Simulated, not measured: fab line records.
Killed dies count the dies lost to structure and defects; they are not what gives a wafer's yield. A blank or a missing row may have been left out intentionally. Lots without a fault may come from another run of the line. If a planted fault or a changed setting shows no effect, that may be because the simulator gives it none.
fab line records    flow n5-finfet
record: lots: 10  wafers: 28  last-day: 18
route steps=1938 shown BEOL_M0@723 BEOL_M4@1111 PASSIVATION@1936
lots untouched by any fault: they come from a run of this same line in which no faults occurred
start-h: start of the lot's first displayed wafer, in hours after the record's first day    wait-h: hours elapsed since this lot's preceding step    " repeats the value in the row above    L1.1+2: a single row standing in for several wafers    - no value present, or no start provided    * or withheld: withheld    < > ~ a bound
route shown NAME@n: names a module that has steps shown in the file, with the first one's number in the route    usual: the fault-free wafers' mean and standard deviation    same: alike in all rows    chamber/n: place in a boat    sites: per-site readings    _std_site: how widely they spread, as a standard deviation    _edge_site: the outer-site mean with the inner-site mean subtracted    radius-mm: how far each site lies from the wafer's centre    mask NAME#n: copy n    behind: tool/chamber where the wafer was last shaped    hold: what put the lot on hold/how long, in hours/how the hold closed    device: names the non-switching transistor (n, p or np)    end of line: tests run on the same wafers once the route is complete    a step without rows: its recipe alone    killed: dies that structure and defects cost at the first sort, which is not the same as the wafer's yield    map: dies across one wafer; x = killed, . = not, _ = none there
set.NAME: the run value of the setting; set.NAME@STEP: its run value at that earlier step    model.NAME: the simulator's own value behind a step, which no gauge read
steps of the route over a sample of lots; a table a step, a row a wafer
services: when a tool's chamber went out of use (start-h, in hours from the record's first day, below 0 if earlier), for how many hours, and the reason
== steps ==
step: N5_BEOL_M0_OCD_MEAS_108
usual: trench-depth-nm: 32.7/0.59
lot.wafer  tool    chamber  start-h  wait-h  trench-depth-nm
L518.1     ocd-01  -        153.15   0.1     32.6
L518.2     "       -        "        "       32.3
L518.5     "       -        "        "       32.8
L520.3     ocd-02  -        159.76   0.1     33.0
L520.4     "       -        "        "       32.9
L520.6     "       -        "        "       32.5
L521.1     ocd-02  -        168.63   0.1     32.7
L521.5     "       -        "        "       33.1
L522.4     ocd-01  -        171.81   0.0     32.5
L522.5     "       -        "        "       31.8
L530.2     ocd-02  -        224.67   0.1     33.3
L530.3     "       -        "        "       33.7
L530.5     "       -        "        "       33.4
L531.2     ocd-02  -        228.68   0.1     33.5
L531.4     "       -        "        "       33.4
L531.6     "       -        "        "       33.2
L532.1     ocd-01  -        228.80   0.1     32.3
L532.2     "       -        "        "       32.6
L532.5     "       -        "        "       33.1
L533.2     ocd-01  -        233.47   0.1     33.0
L533.3     "       -        "        "       32.5
L533.4     "       -        "        "       33.4
L535.1     ocd-01  -        250.24   0.1     32.7
L535.3     "       -        "        "       32.3
L535.5     "       -        "        "       32.4
L536.2     ocd-01  -        253.82   0.1     32.5
L536.3     "       -        "        "       32.7
L536.5     "       -        "        "       33.1
step: N5_BEOL_M0_DEGAS_112
recipe: ambient: vacuum  temp-c: 250  time-s: 60
usual: heater-power-w: 334/32
lot.wafer  tool            chamber  start-h  wait-h  heater-power-w
L518.1     pvd-sputter-03  -        154.85   1.5     388
L518.2     "               -        "        "       296
L518.5     "               -        "        "       342
L520.3     pvd-sputter-03  -        160.46   0.4     397
L520.4     "               -        "        "       389
L520.6     "               -        "        "       301
L521.1     pvd-sputter-01  -        170.54   1.4     335
L521.5     "               -        "        "       313
L522.4     pvd-sputter-01  -        172.19   0.0     300
L522.5     "               -        "        "       297
L530.2     pvd-sputter-01  -        225.85   0.9     291
L530.3     "               -        "        "       346
L530.5     "               -        "        "       355
L531.2     pvd-sputter-02  -        229.06   0.1     295
L531.4     "               -        "        "       331
L531.6     "               -        "        "       302
L532.1     pvd-sputter-01  -        229.08   0.0     343
L532.2     "               -        "        "       333
L532.5     "               -        "        "       343
L533.2     pvd-sputter-01  -        234.54   0.8     323
L533.3     "               -        "        "       344
L533.4     "               -        "        "       295
L535.1     pvd-sputter-02  -        253.31   2.3     305
L535.3     "               -        "        "       335
L535.5     "               -        "        "       291
L536.2     pvd-sputter-01  -        254.70   0.6     336
L536.3     "               -        "        "       344
L536.5     "               -        "        "       345
step: N5_BEOL_M0_SPUTTER_134
recipe: material: Cu  target-thk-a: 40  temp-c: -20  chamber-pressure-pa: 0.07  power-w: withheld  time-s: 7.37
usual: throttle-valve-pct: 29.6/1.2
lot.wafer  tool            chamber  start-h  wait-h  throttle-valve-pct
L518.1     pvd-sputter-01  -        155.58   0.0     29.6
L518.2     "               -        "        "       27.7
L518.5     "               -        "        "       30.9
L520.3     pvd-sputter-01  -        161.46   0.0     29.2
L520.4     "               -        "        "       27.7
L520.6     "               -        "        "       29.4
L521.1     pvd-sputter-01  -        171.36   0.0     29.8
L521.5     "               -        "        "       29.5
L522.4     pvd-sputter-02  -        173.12   0.0     30.1
L522.5     "               -        "        "       31.0
L530.2     pvd-sputter-02  -        227.24   0.0     30.1
L530.3     "               -        "        "       29.7
L530.5     "               -        "        "       31.1
L531.2     pvd-sputter-01  -        229.84   0.0     28.8
L531.4     "               -        "        "       30.9
L531.6     "               -        "        "       28.1
L532.1     pvd-sputter-03  -        231.59   0.0     31.0
L532.2     "               -        "        "       28.7
L532.5     "               -        "        "       30.9
L533.2     pvd-sputter-02  -        235.35   0.0     31.2
L533.3     "               -        "        "       30.1
L533.4     "               -        "        "       29.9
L535.1     pvd-sputter-02  -        254.15   0.0     29.6
L535.3     "               -        "        "       31.2
L535.5     "               -        "        "       30.0
L536.2     pvd-sputter-01  -        255.80   0.0     30.8
L536.3     "               -        "        "       29.2
L536.5     "               -        "        "       29.5
step: N5_BEOL_M0_CMP_120
recipe: stop-on: SiOC  t-overpolish-s: 6.9  down-force-psi: 1  platen-rpm: 50  clearing-platen-down-force-psi: 1.5  clearing-platen-rpm: 50  post-cmp-clean: cu-alkaline  clearing-platen-pad-velocity-m-s: 0.99484  pad-velocity-m-s: 0.99484
usual: barrier-field-endpoint-s: 3.60/0.099  motor-current-A: 6.0/0.67  overpolish-run-s: 6.901/0.0097  slurry-filter-dp-kPa: 13.50/0.14  time-to-endpoint-s: 61.7/2.8
lot.wafer  tool    chamber  start-h  wait-h  barrier-field-endpoint-s  motor-current-A  overpolish-run-s  slurry-filter-dp-kPa  time-to-endpoint-s
L518.2     cmp-01  0        156.24   0.2     3.39                      5.3              6.905             13.49                 61.4
L518.1     "       2        "        "       3.51                      5.7              6.907             13.51                 60.8
L518.5     "       3        "        "       3.58                      6.5              6.901             13.54                 62.3
L520.3     cmp-01  0        163.23   0.4     3.51                      4.8              6.892             13.49                 58.0
L520.4     "       1        "        "       7.21                      5.2              6.909             13.82                 81.7
L520.6     "       3        "        "       3.61                      6.3              6.887             13.63                 60.6
L521.1     cmp-01  3        172.03   0.3     3.51                      6.3              6.894             13.67                 61.1
L521.5     "       0        "        "       7.41                      5.2              6.915             13.72                 82.2
L522.4     cmp-01  1        173.71   0.1     7.35                      4.7              6.902             13.49                 82.2
L522.5     "       1        "        "       7.04                      5.0              6.896             13.47                 80.3
L530.2     cmp-03  1        227.93   0.3     3.46                      6.3              6.907             13.84                 60.9
L530.3     "       2        "        "       3.77                      5.9              6.909             13.50                 62.4
L530.5     "       0        "        "       3.81                      6.2              6.892             13.31                 62.7
L531.4     cmp-03  1        230.80   0.1     3.61                      6.2              6.915             13.32                 62.8
L531.2     "       2        "        "       3.57                      6.1              6.897             13.48                 61.0
L531.6     "       1        "        "       3.65                      6.3              6.905             13.34                 62.6
L532.1     cmp-02  1        232.24   0.3     3.69                      6.6              6.908             13.30                 60.1
L532.2     "       2        "        "       3.71                      7.5              6.895             13.28                 60.6
L532.5     "       0        "        "       3.55                      6.0              6.905             13.63                 59.4
L533.3     cmp-02  0        235.96   0.2     3.57                      5.8              6.895             13.66                 60.0
L533.4     "       2        "        "       3.54                      7.5              6.904             13.52                 60.4
L533.2     "       3        "        "       3.45                      5.9              6.907             13.55                 59.5
L535.3     cmp-01  0        254.84   0.2     3.65                      5.0              6.899             13.46                 65.1
L535.1     "       1        "        "       3.66                      4.8              6.891             13.42                 65.5
L535.5     "       3        "        "       3.57                      6.5              6.881             13.30                 67.9
L536.2     cmp-03  1        256.51   0.3     3.70                      6.0              6.898             13.68                 62.4
L536.3     "       2        "        "       3.75                      5.9              6.891             13.74                 58.0
L536.5     "       1        "        "       3.81                      6.2              6.892             13.26                 63.6
step: N5_BEOL_M0_INSPECT_127
recipe: inspect-instrument: darkfield  mode: post-dep
usual: raw-defect-count: 69/23
lot.wafer  tool               chamber  start-h  wait-h  raw-defect-count
L518.1     defect-inspect-01  -        156.78   0.0     103
L518.2     "                  -        "        "       54
L518.5     "                  -        "        "       81
L520.3     defect-inspect-01  -        163.74   0.0     46
L520.4     "                  -        "        "       3504
L520.6     "                  -        "        "       61
L521.1     defect-inspect-01  -        172.62   0.0     78
L521.5     "                  -        "        "       3537
L522.4     defect-inspect-01  -        174.29   0.0     3478
L522.5     "                  -        "        "       3519
L530.2     defect-inspect-01  -        228.43   0.0     59
L530.3     "                  -        "        "       76
L530.5     "                  -        "        "       57
L531.2     defect-inspect-02  -        231.39   0.0     92
L531.4     "                  -        "        "       98
L531.6     "                  -        "        "       62
L532.1     defect-inspect-01  -        232.78   0.0     56
L532.2     "                  -        "        "       45
L532.5     "                  -        "        "       71
L533.2     defect-inspect-02  -        236.54   0.0     70
L533.3     "                  -        "        "       61
L533.4     "                  -        "        "       119
L535.1     defect-inspect-02  -        255.35   0.0     80
L535.3     "                  -        "        "       155
L535.5     "                  -        "        "       138
L536.2     defect-inspect-02  -        257.09   0.0     63
L536.3     "                  -        "        "       40
L536.5     "                  -        "        "       55
step: N5_BEOL_M4_RC_MEAS_101
usual: DIBL_N: 36.5/1.4  DIBL_P: 36.9/1.7  IOFF_N: 0.163/0.023  IOFF_P: 0.22/0.032  ION_N: 673/9  ION_P: 462/7.5  SS_N: 71.6/0.54  SS_P: 73.4/0.62  VT_N: 249.8/2.8  VT_P: -250/3.5
lot.wafer  tool       chamber  start-h  wait-h  DIBL_N[mV/V]  DIBL_P[mV/V]  IOFF_N[nA/um]  IOFF_P[nA/um]  ION_N[uA/um]  ION_P[uA/um]  SS_N[mV/dec]  SS_P[mV/dec]  VT_N[mV]  VT_P[mV]
L518.1     prober-02  0        210.53   0.0     37.1          37.7          0.158          0.21           673           458           71.7          73.4          250.3     -253
L518.2     "          0        "        "       38.0          39.2          0.177          0.23           682           465           71.6          73.7          247.7     -250
L518.5     "          0        "        "       38.9          40.3          0.197          0.26           686           460           72.0          74.4          247.2     -249
L520.3     prober-01  0        210.98   0.3     36.0          35.8          0.153          0.19           673           455           72.0          73.9          249.3     -253
L520.6     "          0        "        "       37.8          37.7          0.179          0.21           684           457           72.0          73.6          245.8     -253
L521.1     prober-01  0        213.11   0.0     36.0          37.5          0.176          0.25           676           468           71.8          74.1          248.6     -244
L530.2     prober-02  0        276.68   0.2     36.8          38.5          0.174          0.21           686           462           71.9          73.5          247.8     -251
L530.3     "          0        "        "       36.8          38.7          0.182          0.24           684           470           71.7          73.6          248.8     -248
L530.5     "          0        "        "       37.8          40.1          0.198          0.25           688           467           72.4          73.6          244.6     -246
L532.1     prober-01  0        277.93   0.0     33.6          35.0          0.123          0.19           658           461           70.9          72.6          255.1     -251
L532.2     "          0        "        "       35.3          36.8          0.146          0.21           678           464           71.4          73.4          253.1     -252
L532.5     "          0        "        "       33.0          34.3          0.114          0.18           657           461           71.1          73.1          255.0     -256
L531.2     prober-01  0        280.63   0.2     37.0          38.6          0.158          0.21           673           466           71.4          73.5          249.6     -250
L531.4     "          0        "        "       38.6          40.0          0.175          0.22           676           457           72.2          73.9          251.9     -253
L531.6     "          0        "        "       38.9          39.9          0.186          0.23           676           459           72.4          74.1          250.7     -251
L533.2     prober-02  0        282.28   0.2     37.8          39.6          0.191          0.22           679           457           71.9          74.2          247.5     -252
L533.3     "          0        "        "       35.1          36.1          0.142          0.17           671           448           71.0          73.7          251.1     -258
L533.4     "          0        "        "       34.4          35.9          0.128          0.17           656           454           70.8          73.8          255.7     -254
L536.2     prober-02  0        303.82   0.2     37.3          36.0          0.184          0.25           675           464           71.8          73.7          246.7     -246
L536.3     "          0        "        "       38.3          37.0          0.213          0.29           673           460           71.7          74.9          245.4     -246
L536.5     "          0        "        "       37.7          35.6          0.183          0.25           673           462           72.7          74.1          249.9     -247
L535.1     prober-02  0        309.87   0.0     37.4          36.8          0.154          0.21           669           464           71.8          73.0          251.2     -249
L535.3     "          0        "        "       35.0          33.4          0.117          0.16           668           456           71.4          72.8          254.7     -253
L535.5     "          0        "        "       37.4          36.2          0.156          0.20           664           455           71.9          73.4          252.8     -249
step: N5_PASSIVATION_PROBE_49
usual: defect-limited-yield: 91.2/1.4  killed_at_M0_to_M3: 35/11  killed_at_M4_up: 12/4.2  killed-at-contacts: 13/5.6  killed-at-front-end: 40/12  killed-at-other: 3.3/2.6  killed-dies: 103/17  killed-on-rim: 14/4.5  killed-open: 68/12  killed-short: 34/7.6  sort_bin_5_function: 5.1/0.95  sort_bin_6_memory: 3.3/0.68  sort-n-pass: 1077/17  sort-yield-pct: 91.2/1.4
same: gross-dies: 1180  killed-at-back-side: 0  sort_bin_4_leakage[%]: 0  sort_bin_8_speed[%]: 0
lot.wafer  tool       chamber  start-h  wait-h  defect-limited-yield[%]  killed_at_M0_to_M3  killed_at_M4_up  killed-at-contacts  killed-at-front-end  killed-at-other  killed-dies  killed-on-rim  killed-open  killed-short  sort_bin_5_function[%]  sort_bin_6_memory[%]  sort-n-pass  sort-yield-pct[%]
L520.3     prober-02  -        306.08   0.1     90.3                     31                  18               30                  34                   1                114          10             83           31            5.6                     4.0                   1066         90.3
L520.4     prober-02  -        306.13   0.2     0                        1119                8                22                  30                   1                1180         152            73           32            5.3                     3.5                   0            0
L520.6     prober-02  -        306.23   0.3     90.8                     30                  18               17                  44                   0                109          13             71           35            5.0                     3.6                   1071         90.8
L521.1     prober-01  -        319.35   0.0     91.8                     37                  25               7                   24                   4                97           14             65           32            4.6                     3.3                   1083         91.8
L521.5     prober-01  -        319.55   0.2     0                        1108                12               19                  39                   2                1180         152            68           30            5.3                     2.9                   0            0
L522.4     prober-02  -        321.48   0.2     0                        1131                10               5                   27                   7                1180         152            62           30            5.0                     2.6                   0            0
L522.5     prober-02  -        321.53   0.2     0                        1136                10               10                  22                   2                1180         152            57           24            3.8                     3.0                   0            0
L531.2     prober-01  -        379.30   0.1     91.6                     24                  13               9                   53                   0                99           11             74           24            5.3                     2.7                   1081         91.6
L531.4     prober-01  -        379.40   0.2     94.3                     11                  13               13                  28                   2                67           4              52           15            3.4                     2.2                   1113         94.3
L531.6     prober-01  -        379.50   0.3     91.9                     25                  16               13                  33                   8                95           14             67           28            4.7                     3.3                   1085         91.9
killed by level:class
L520.3 MOL_CONTACT_COAG:geometric-particle:open=25 STI_FIN_REVEAL:geometric-particle:open=12 BEOL_M0_SAQP:geometric-particle:open=12 BEOL_M0_SAQP:geometric-particle:short=8 BEOL_M4:geometric-particle:open=7 MOL_CONTACT_COAG:geometric-particle:short=5 GATE_CUT:geometric-particle:short=4 BEOL_M3:geometric-particle:open=4
L520.4 BEOL_M0:area-cmp=1074 MOL_CONTACT_COAG:geometric-particle:open=19 BEOL_M1:geometric-particle:open=8 BEOL_M0_SAQP:geometric-particle:open=7 BEOL_M0_SAQP:geometric-particle:short=7 BEOL_M2:geometric-particle:open=7 BEOL_M2:geometric-particle:short=7 BEOL_M3:geometric-particle:open=7
L520.6 MOL_CONTACT_COAG:geometric-particle:open=16 STI_FIN_REVEAL:geometric-particle:open=15 BEOL_M0_SAQP:geometric-particle:open=9 BEOL_M4:geometric-particle:open=8 FIN_SAQP:geometric-particle:short=7 BEOL_M0_SAQP:geometric-particle:short=7 STI_FIN_REVEAL:geometric-particle:short=4 GATE_CUT:geometric-particle:open=4
L521.1 BEOL_M4:geometric-particle:open=14 BEOL_M0_SAQP:geometric-particle:short=9 BEOL_M3:geometric-particle:open=8 MOL_CONTACT_COAG:geometric-particle:open=6 BEOL_M1:geometric-particle:open=6 FIN_SAQP:geometric-particle:short=5 BEOL_M0_SAQP:geometric-particle:open=5 BEOL_M4:geometric-particle:short=5
L521.5 BEOL_M0:area-cmp=1082 MOL_CONTACT_COAG:geometric-particle:open=17 FIN_SAQP:geometric-particle:open=11 BEOL_M4:geometric-particle:open=9 FIN_SAQP:geometric-particle:short=8 BEOL_M3:geometric-particle:open=7 BEOL_M0_SAQP:geometric-particle:open=6 GATE_CUT:geometric-particle:short=5
L522.4 BEOL_M0:area-cmp=1088 BEOL_M3:geometric-particle:open=12 BEOL_M2:geometric-particle:open=10 BEOL_M1:geometric-particle:open=8 FIN_SAQP:geometric-particle:short=7 MOL_CONTACT_COAG:geometric-particle:open=5 DUMMY_GATE:geometric-particle:open=4 BEOL_M0:geometric-particle:open=4
L522.5 BEOL_M0:area-cmp=1098 MOL_CONTACT_COAG:geometric-particle:open=8 BEOL_M1:geometric-particle:open=8 BEOL_M2:geometric-particle:open=7 DUMMY_GATE:geometric-particle:open=6 BEOL_M0_SAQP:geometric-particle:open=6 FIN_SAQP:geometric-particle:short=5 BEOL_M1:geometric-particle:short=5
L531.2 STI_FIN_REVEAL:geometric-particle:open=28 MOL_CONTACT_COAG:geometric-particle:open=8 BEOL_M0_SAQP:geometric-particle:open=6 BEOL_M2:geometric-particle:open=6 BEOL_M4:geometric-particle:short=6 FIN_SAQP:geometric-particle:open=5 STI_FIN_REVEAL:geometric-particle:short=5 FIN_SAQP:geometric-particle:short=4
L531.4 MOL_CONTACT_COAG:geometric-particle:open=12 DUMMY_GATE:geometric-particle:open=8 FIN_SAQP:geometric-particle:open=7 STI_FIN_REVEAL:geometric-particle:open=6 BEOL_M11:geometric-particle:open=4 BEOL_M0_SAQP:geometric-particle:short=3 BEOL_M0:geometric-particle:open=3 BEOL_M4:geometric-particle:open=3
L531.6 STI_FIN_REVEAL:geometric-particle:open=11 MOL_CONTACT_COAG:geometric-particle:open=10 FIN_SAQP:geometric-particle:open=8 BEOL_M2:geometric-particle:open=6 BEOL_M7:geometric-particle:open=5 BEOL_M0_SAQP:geometric-particle:open=4 BEOL_M3:geometric-particle:open=4 FIN_SAQP:geometric-particle:short=3
== services ==
tool    chamber  start-h  hours  kind
cmp-03  -        130.99   -      consumable-replace:conditioner
cmp-03  -        130.99   -      consumable-replace:pad
cmp-03  -        132.59   14.3   pm
cmp-02  -        147.75   2.2    repair
cmp-03  -        162.10   0.6    repair
cmp-01  -        199.18   4.0    pm
cmp-01  -        203.18   -      consumable-replace:conditioner
cmp-01  -        203.18   -      consumable-replace:pad
cmp-03  -        207.95   6.7    pm
cmp-02  -        238.10   4.6    pm
cmp-02  -        252.18   7.7    pm
cmp-03  -        253.17   1.7    repair
== key ==
first-sign: step: N5_BEOL_M0_CMP_120  reading: barrier-field-endpoint-s  direction: up  sigmas: 37  usual: 3.60  struck: 7.25
effect: step: N5_BEOL_M0_CMP_120  reading: time-to-endpoint-s  direction: up  sigmas: 7.2  usual: *  struck: *
effect: step: N5_BEOL_M0_INSPECT_127  reading: raw-defect-count  direction: up  sigmas: 99+  usual: 69  struck: 3510
effect: step: N5_PASSIVATION_PROBE_49  reading: killed_at_M0_to_M3  direction: up  sigmas: 98  usual: 35  struck: 1124
more-kills-born-at: N5_BEOL_M0_CMP_120@cmp-01: 4342
met-at N5_BEOL_M0_CMP_120
struck-lots L520,L521,L522
struck-wafers L520.4,L521.5,L522.4,L522.5
later-rows-left-out L520.4,L521.5,L522.4,L522.5
not-acting-at N5_BEOL_M0_OCD_MEAS_108,N5_BEOL_M0_DEGAS_112,N5_BEOL_M0_SPUTTER_134
onset-between 156.24 163.23
fault: kind: process-parameter-drift  tool: cmp-01  chamber: -  onset-h: 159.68  steps: N5_BEOL_M0_CMP_120  channel: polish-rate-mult  offset: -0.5  shape: step  end-h: 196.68  scope: struck-wafers-only
later-rows-left-out: the simulator's readings of these wafers behind a module that went badly wrong aren't trusted and aren't shown, but for the sort
